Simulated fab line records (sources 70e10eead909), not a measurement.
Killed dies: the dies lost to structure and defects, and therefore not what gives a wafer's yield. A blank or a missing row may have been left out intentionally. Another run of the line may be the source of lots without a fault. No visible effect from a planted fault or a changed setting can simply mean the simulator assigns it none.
Matching of chambers -- flow nand-harc -- 4 sister chambers for NHARC_A_STAIRCASE_DESCUM_312 on rie-diel-01
The step chemistry O2, time 3 s. 20 wafers are shown with their chamber, then 10 later ones without.

## WAFERS PAIRED WITH THEIR CHAMBERS
wafer,chamber,drypump-motor-current-A (A),showerhead-plenum-p-Torr (Torr),oes-product-au (a.u.)
L079.1,2,5.9,2.05,1.002
L079.3,1,6.1,1.88,0.987
L079.4,0,4.7,1.91,1.000
L081.2,0,4.8,1.91,1.021
L081.3,3,5.6,2.04,1.003
L081.6,1,6.1,1.88,1.014
L082.2,0,4.7,1.91,1.017
L082.3,3,5.7,2.03,1.002
L082.5,2,5.8,2.05,0.992
L084.2,0,4.7,1.91,1.025
L084.3,1,6.1,1.87,1.000
L084.5,1,6.1,1.87,1.009
L085.2,0,4.7,1.91,1.029
L085.5,3,5.6,2.03,1.002
L085.6,2,5.9,2.04,1.008
L086.1,3,5.6,2.03,1.011
L086.2,2,5.9,2.04,0.990
L086.6,1,6.1,1.87,1.003
L090.1,2,5.9,2.04,0.993
L090.3,0,4.7,1.90,1.007

SIGNATURES (averages over the wafers above)
reading,chamber 0,chamber 1,chamber 2,chamber 3,scatter within a chamber
drypump-motor-current-A,4.717,6.100,5.880,5.625,0.0386
showerhead-plenum-p-Torr,1.9083,1.8740,2.0440,2.0325,0.00499
oes-product-au,1.01650,1.00260,0.99700,1.00450,0.0091
Rule: a wafer's distance from a chamber is the root of the sum, over the readings, of the square of ((its reading less the chamber's mean) divided by the reading's scatter). If the next closest chamber is less than 2 further off than the closest, the wafer can't be placed; otherwise it belongs to the closest. How the scatter is found: for the shown wafers, subtract from each reading the mean of its chamber, square and add these, divide the total by (wafers less chambers), then take the root.

## WAFERS WITHOUT THEIR CHAMBER
wafer,drypump-motor-current-A (A),showerhead-plenum-p-Torr (Torr),oes-product-au (a.u.)
L090.5,5.6,2.02,0.994
L093.1,5.7,2.02,0.997
L093.2,6.1,1.87,1.015
L093.5,6.1,1.87,1.021
L094.2,5.8,2.03,0.985
L094.5,5.8,2.03,0.987
L094.6,5.6,2.02,1.012
L097.3,6.1,1.86,1.020
L097.4,4.7,1.90,1.003
L097.5,5.6,2.02,0.999

## THE CHAMBER EACH PASSED THROUGH
wafer,from the rows above,in truth
L090.5,3,3
L093.1,3,3
L093.2,1,1
L093.5,1,1
L094.2,can't be placed: 2 or 3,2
L094.5,can't be placed: 2 or 3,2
L094.6,3,3
L097.3,1,1
L097.4,0,0
L097.5,3,3
Placed correctly: 8 of 10. Can't be placed from these rows: 2 (the true chamber is among the candidates in 2). 0 placed wrongly.
